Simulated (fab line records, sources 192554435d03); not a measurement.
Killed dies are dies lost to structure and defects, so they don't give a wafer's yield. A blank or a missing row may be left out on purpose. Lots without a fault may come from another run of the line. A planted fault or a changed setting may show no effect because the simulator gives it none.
Chamber matching | flow n5_finfet | N5_BEOL_M5_CURE_80 on uv_cure-03: 3 sister chambers
The step cures SiCOH lowk, time 120 s. 6 wafers are shown with their chamber, then 12 later ones without.

WAFERS WITH THEIR CHAMBER
wafer  | chamber | wafer_temp_C_max | lamp_power_pct (%)
L079.5 | 1       | 371.7            | 52.35
L079.6 | 1       | 371.4            | 52.34
L085.4 | 0       | 371.6            | 52.35
L085.6 | 0       | 371.7            | 52.29
L088.4 | 2       | 373.1            | 52.41
L088.5 | 2       | 372.0            | 52.39

WAFERS WITHOUT THEIR CHAMBER
wafer  | wafer_temp_C_max | lamp_power_pct (%)
L089.1 | 372.1            | 52.31
L089.4 | 372.0            | 52.28
L089.6 | 371.4            | 52.41
L093.3 | 372.0            | 52.43
L093.5 | 371.7            | 52.31
L093.6 | 371.2            | 52.26
L092.1 | 372.4            | 52.34
L092.2 | 371.6            | 52.27
L092.5 | 371.8            | 52.30
L096.4 | 371.5            | 52.26
L096.5 | 371.8            | 52.43
L096.6 | 372.7            | 52.31

WHICH CHAMBER EACH WENT THROUGH
wafer  | from the rows above          | in truth
L089.1 | can't be placed: 0 or 1      | 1
L089.4 | can't be placed: 0 or 1      | 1
L089.6 | can't be placed: 2 or 1 or 0 | 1
L093.3 | can't be placed: 2 or 1      | 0
L093.5 | can't be placed: 0 or 1      | 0
L093.6 | can't be placed: 0 or 1      | 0
L092.1 | can't be placed: 0 or 1 or 2 | 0
L092.2 | can't be placed: 0 or 1      | 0
L092.5 | can't be placed: 0 or 1      | 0
L096.4 | can't be placed: 0 or 1      | 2
L096.5 | can't be placed: 2 or 1      | 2
L096.6 | can't be placed: 0 or 1 or 2 | 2
Placed correctly: 0 of 12. Can't be placed from these rows: 12 (the true chamber is among the candidates in 10). Placed wrongly: 0.
How it was worked out, from the rows above alone: a wafer's distance from a chamber is the root of the sum, over the readings, of the square of ((its reading less the chamber's mean) divided by the reading's scatter). The wafer belongs to the nearest chamber; if the next one is less than 2 further off, it can't be placed. A chamber's mean is the mean of its shown wafers. The scatter: the root of (the sum of the squares of (reading less its chamber's mean) over the shown wafers, divided by (wafers less chambers)).
